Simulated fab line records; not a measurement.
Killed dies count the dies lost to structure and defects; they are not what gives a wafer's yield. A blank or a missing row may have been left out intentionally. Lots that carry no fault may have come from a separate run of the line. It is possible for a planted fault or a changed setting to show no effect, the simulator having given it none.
Which tool did it? :: flow n5_finfet :: 27 wafers from 9 lots sampled at 4 of the route's 1938 steps

== WHAT THE GAUGES READ, wafer by wafer ==
N5_STI_FIN_REVEAL_INSPECT_13: inspects for defects (darkfield).
lot: L245
measured: day 2 14:05
on: defect_inspect-02
raw_defect_count: 19 6 12

lot: L251
measured: day 4 02:31
on: defect_inspect-01
raw_defect_count: 13 16 16

lot: L252
measured: day 4 08:12
on: defect_inspect-01
raw_defect_count: 14 21 12

lot: L253
measured: day 4 15:39
on: defect_inspect-01
raw_defect_count: 11 14 10

lot: L259
measured: day 6 03:04
on: defect_inspect-02
raw_defect_count: 17 12 5

lot: L260
measured: day 6 07:39
on: defect_inspect-02
raw_defect_count: 1239 1220 1221

lot: L261
measured: day 6 13:31
on: defect_inspect-01
raw_defect_count: 1248 1252 1193

lot: L266
measured: day 7 19:35
on: defect_inspect-01
raw_defect_count: 10 8 8

lot: L268
measured: day 8 07:37
on: defect_inspect-02
raw_defect_count: 16 14 17

== EACH LOT AND THE TOOL THAT RAN IT (in order: tool; ch and the chambers of the sampled wafers; start) ==
lot: L245
N5_FIN_CUT_ETCH_21: rie_diel-01 ch 0,1, day 2 03:08
N5_STI_FIN_REVEAL_CMP_04: cmp-04 ch 0,2,3, day 2 09:47
N5_STI_FIN_REVEAL_RECESS_09: vapor_etch-02 ch 0,1, day 2 10:35

lot: L251
N5_FIN_CUT_ETCH_21: rie_diel-01 ch 0,1,2, day 3 16:52
N5_STI_FIN_REVEAL_CMP_04: cmp-04 ch 0,2,3, day 3 22:56
N5_STI_FIN_REVEAL_RECESS_09: vapor_etch-02 ch 0,1, day 3 23:41

lot: L252
N5_FIN_CUT_ETCH_21: rie_diel-05 ch 0,2,3, day 3 22:38
N5_STI_FIN_REVEAL_CMP_04: cmp-01 ch 0,1,3, day 4 04:42
N5_STI_FIN_REVEAL_RECESS_09: vapor_etch-02 ch 0,1, day 4 05:25

lot: L253
N5_FIN_CUT_ETCH_21: rie_diel-05 ch 0,1,2, day 4 03:44
N5_STI_FIN_REVEAL_CMP_04: cmp-04 ch 0,1,3, day 4 09:49
N5_STI_FIN_REVEAL_RECESS_09: vapor_etch-01 ch 0, day 4 10:44

lot: L259
N5_FIN_CUT_ETCH_21: rie_diel-04 ch 0,3, day 5 17:32
N5_STI_FIN_REVEAL_CMP_04: cmp-04 ch 2,3, day 5 23:32
N5_STI_FIN_REVEAL_RECESS_09: vapor_etch-02 ch 0,1, day 6 00:49

lot: L260
N5_FIN_CUT_ETCH_21: rie_diel-04 ch 1,3, day 5 21:47
N5_STI_FIN_REVEAL_CMP_04: cmp-03 ch 0,1,2, day 6 04:05
N5_STI_FIN_REVEAL_RECESS_09: vapor_etch-02 ch 0,1, day 6 04:52

lot: L261
N5_FIN_CUT_ETCH_21: rie_diel-05 ch 1,2,3, day 6 03:43
N5_STI_FIN_REVEAL_CMP_04: cmp-01 ch 0,2,3, day 6 09:46
N5_STI_FIN_REVEAL_RECESS_09: vapor_etch-02 ch 0,1, day 6 10:41

lot: L266
N5_FIN_CUT_ETCH_21: rie_diel-04 ch 0,2,3, day 7 08:43
N5_STI_FIN_REVEAL_CMP_04: cmp-04 ch 0,1,3, day 7 15:58
N5_STI_FIN_REVEAL_RECESS_09: vapor_etch-01 ch 0,1, day 7 16:47

lot: L268
N5_FIN_CUT_ETCH_21: rie_diel-05 ch 1,2, day 7 21:11
N5_STI_FIN_REVEAL_CMP_04: cmp-04 ch 0,1, day 8 03:33
N5_STI_FIN_REVEAL_RECESS_09: vapor_etch-01 ch 0,1, day 8 05:19
- N5_FIN_CUT_ETCH_21: etches SOC in N2/H2, target depth 219 nm, overetch 43.8 nm, time 523.5 s.
- N5_STI_FIN_REVEAL_CMP_04: polishes, stops on Si3N4, t overpolish 4 s, target thk 131.83 nm.
- N5_STI_FIN_REVEAL_RECESS_09: chemistry HF/NH3, target SiO2, afs cycles 11, target depth 42.5 nm, sublimation time 60 s.

== THE ANSWER, worked out from the rows above alone ==
Rule: what is usual is taken from the lots themselves. The widest of any qualifying gaps counts: lots, ordered by their means at a reading, are off when they make up no more than a third of the lots, leave a main group of 4 or more, and stand apart from it by 3 or more times the standard deviation of that group's means. A main group is skipped when, at the precision printed for the reading in the tables above, its means are all equal. A lot without any number at a reading at which 4 lots or more have one is off too. Any other lot the step has rows for is counted as sound.
Off: L260, L261 (N5_STI_FIN_REVEAL_INSPECT_13, raw_defect_count). For the main group the mean is 13 and the standard deviation 2.4.
A tool fits if, at a process step before that reading, it ran every lot that is off, and no sound lot after the first of them. Those tools and the gauges at N5_STI_FIN_REVEAL_INSPECT_13 are tried in the same way. One fits: N5_STI_FIN_REVEAL_RECESS_09 on vapor_etch-02. A fault onset in the window from L259 (day 6 00:49, its last sound lot) to L260 (day 6 04:52, its first lot off) fits.

== WHAT WAS PUT IN BY THE SIMULATOR ==
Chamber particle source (vapor_etch-02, N5_STI_FIN_REVEAL_RECESS_09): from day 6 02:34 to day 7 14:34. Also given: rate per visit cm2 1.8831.
Struck lots among those shown: L260, L261. The rule above reached the same finding.
